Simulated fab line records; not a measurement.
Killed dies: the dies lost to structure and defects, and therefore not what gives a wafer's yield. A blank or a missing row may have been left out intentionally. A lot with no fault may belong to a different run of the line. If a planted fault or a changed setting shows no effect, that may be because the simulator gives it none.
Matching of chambers -- flow nandHarc -- NHARC_A_STAIRCASE_DEP_280 on pecvd-04: 3 sister chambers
The step deposits SiON, target thk 30 nm. 6 wafers are shown with their chamber, then 8 later ones without.

== WAFERS, EACH WITH ITS CHAMBER ==
wafer,chamber,showerheadVppV (V),heaterPowerW (W)
L076.4,0,1071,666
L084.6,0,1090,627
L085.2,1,1110,670
L087.5,2,1142,811
L087.6,1,1102,694
L089.2,2,1153,823

== WAFERS WHOSE CHAMBER IS MISSING ==
wafer,showerheadVppV (V),heaterPowerW (W)
L089.4,1099,611
L089.5,1089,685
L093.2,1065,704
L093.4,1061,722
L093.6,1072,716
L097.2,1070,691
L097.3,1149,770
L097.5,1159,767

== WHICH CHAMBER EACH ONE RAN IN ==
wafer,from the rows above,in truth
L089.4,can't be placed: 0 or 1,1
L089.5,can't be placed: 1 or 0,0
L093.2,can't be placed: 0 or 1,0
L093.4,can't be placed: 0 or 1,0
L093.6,can't be placed: 0 or 1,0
L097.2,can't be placed: 0 or 1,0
L097.3,2,2
L097.5,2,2
2 of 8 placed correctly. Unplaceable from these rows: 6, with the true chamber sitting among the candidates in 6. Number placed wrongly: 0.
How it was worked out, from the rows above alone: a wafer's distance from a chamber is the root of the sum, over the readings, of the square of ((its reading less the chamber's mean) divided by the reading's scatter). The wafer belongs to the nearest chamber; if the next one is less than 2 further off, it can't be placed. For every chamber, the mean is computed from those of its wafers that are shown. How the scatter is found: for the shown wafers, subtract from each reading the mean of its chamber, square and add these, divide the total by (wafers less chambers), then take the root.
